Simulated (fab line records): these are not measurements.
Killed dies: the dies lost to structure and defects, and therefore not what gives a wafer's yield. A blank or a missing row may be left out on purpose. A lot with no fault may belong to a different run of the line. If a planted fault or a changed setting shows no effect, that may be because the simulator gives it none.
Split-lot trial | flow n5-finfet | 7 lots, 39 wafers read, on a route of 1938 steps

## ON THE SPLIT
At N5_BEOL_M9_ETCH_66 (etches SOC in N2/H2, target depth 80 nm, overetch 16 nm, time 120 s), the setting time-s was moved away from the recipe's 120 s on 12 of the 39 wafers read, by -49.7% to +25.8%. All remaining wafers had this setting at the recipe value.

The reading is taken at the split's own step.

## THE READING
SiARC_of_BEOL_M9_COAT_64.thk-nm (the simulator's own value, which no gauge read), in nm, at N5_BEOL_M9_ETCH_66 (etches SOC in N2/H2, target depth 80 nm, overetch 16 nm, time 120 s). The file gives no usual value for it. Across the 27 wafers here that went through the recipe, the average is 6.4 nm and the standard deviation 0.24 nm.

wafer  | tool, chamber at the split | time-s as run, s | against the recipe | SiARC_of_BEOL_M9_COAT_64.thk-nm, nm | against lot-mates on the recipe
L078.1 | rie-diel-06, 1             | 60.31            | -49.7%             | 9.2                                 | +2.7
L078.2 | rie-diel-06, 0             | 120              | recipe             | 6.4                                 | -
L078.5 | rie-diel-06, 0             | 120              | recipe             | 6.4                                 | -
L078.3 | rie-diel-06, 2             | 60.31            | -49.7%             | 9                                   | +2.5
L078.4 | rie-diel-06, 3             | 120              | recipe             | 6.8                                 | -
L078.6 | rie-diel-06, 3             | 60.31            | -49.7%             | 9.4                                 | +2.9
L076.1 | rie-diel-03, 1,3           | 120              | recipe             | 6.4                                 | -
L076.2 | rie-diel-03, 1,3           | 120              | recipe             | 6.4                                 | -
L076.3 | rie-diel-03, 2,3           | 120              | recipe             | 6.6                                 | -
L076.6 | rie-diel-03, 2,3           | 120              | recipe             | 6.6                                 | -
L076.4 | rie-diel-03, 0             | 120              | recipe             | 6.2                                 | -
L076.5 | rie-diel-03, 0             | 120              | recipe             | 6.2                                 | -
L079.1 | rie-diel-06, 2             | 120              | recipe             | 6                                   | -
L079.2 | rie-diel-06, 0             | 120              | recipe             | 6.2                                 | -
L079.3 | rie-diel-06, 1,1,0         | 120              | recipe             | 6.4                                 | -
L079.5 | rie-diel-06, 1,1,0         | 120              | recipe             | 6.4                                 | -
L079.6 | rie-diel-06, 1,1,0         | 120              | recipe             | 6.4                                 | -
L079.4 | rie-diel-06, 3             | 120              | recipe             | 6.8                                 | -
L081.3 | rie-diel-02, 1             | 120              | recipe             | 6.2                                 | -
L081.4 | rie-diel-02, 3             | 120              | recipe             | 6.6                                 | -
L081.5 | rie-diel-02, 3             | 120              | recipe             | 6.6                                 | -
L089.1 | rie-diel-03, 2             | 120              | recipe             | 6.6                                 | -
L089.2 | rie-diel-03, 3             | 120              | recipe             | 6.8                                 | -
L089.3 | rie-diel-03, 1,2,1         | 139.4            | +16.2%             | 5.6                                 | -0.9
L089.5 | rie-diel-03, 1,2,1         | 139.4            | +16.2%             | 5.6                                 | -0.9
L089.6 | rie-diel-03, 1,2,1         | 139.4            | +16.2%             | 5.6                                 | -0.9
L089.4 | rie-diel-03, 0             | 120              | recipe             | 6.2                                 | -
L095.1 | rie-diel-03, 3             | 120              | recipe             | 7                                   | -
L095.2 | rie-diel-03, 2             | 151              | +25.8%             | 5.2                                 | -1.3
L095.5 | rie-diel-03, 2             | 151              | +25.8%             | 5.2                                 | -1.3
L095.3 | rie-diel-03, 0             | 120              | recipe             | 6.4                                 | -
L095.4 | rie-diel-03, 0             | 120              | recipe             | 6.2                                 | -
L095.6 | rie-diel-03, 3             | 151              | +25.8%             | 5.4                                 | -1.1
L096.1 | rie-diel-02, 3             | 120              | recipe             | 6.6                                 | -
L096.2 | rie-diel-02, 0,3           | 79.14            | -34.1%             | 8.4                                 | +2.1
L096.6 | rie-diel-02, 0,3           | 79.14            | -34.1%             | 8.4                                 | +2.1
L096.3 | rie-diel-02, 1             | 79.14            | -34.1%             | 8                                   | +1.7
L096.4 | rie-diel-02, 1             | 120              | recipe             | 6                                   | -
L096.5 | rie-diel-02, 0             | 120              | recipe             | 6.4                                 | -
The file does not say which wafer passed through which chamber wherever a row lists several chambers: such a row stands for several wafers.

FIT RESULTS
A straight line over all 39 wafers: SiARC_of_BEOL_M9_COAT_64.thk-nm changes by -0.0531 nm for each +1% of time-s; r = -0.97; the points scatter about the line by 0.23 nm.
The same after taking each lot's own level away (the mean of its wafers on the recipe; 39 wafers): -0.0539 nm for each +1%; r = -0.98; scatter 0.22 nm.
According to that fit, moving time-s by its largest amount changes the reading by 2.7 nm.
The span of the lots' own levels, 6.33 to 6.53 nm, comes to 0.8 times the standard deviation stated above.
The two slopes are in agreement: the lot-to-lot level therefore moves the slope only a little.
Check: with one of the wafers moved furthest among these (-49.7%) left out of the fit, the line predicts +2.7 nm for it against its lot-mates. It came out at +2.67 nm against them.

## ADDITIONAL SPLITS CARRIED BY THESE WAFERS
Note: prior to the reading, these wafers also went through further splits. Each is held against what the fit with the lots' levels taken away leaves over:
other split on the same wafers          | wafers away from the commonest value | r with SiARC_of_BEOL_M9_COAT_64.thk-nm (lot level and that fit taken away)
N5_MOL_CONTACT_COAG_PRECLEAN_111 time-s | 12                                   | +0.12
N5_BEOL_M0_SAQP_ETCH_106 target-depth-a | 15                                   | -0.17
N5_BEOL_M5_CVD_47 target-thk-a          | 12                                   | +0.04

## FILE'S OWN FIT
SiARC_of_BEOL_M9_COAT_64.thk-nm changes by -0.054 nm for each +1% of time-s, r = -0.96.
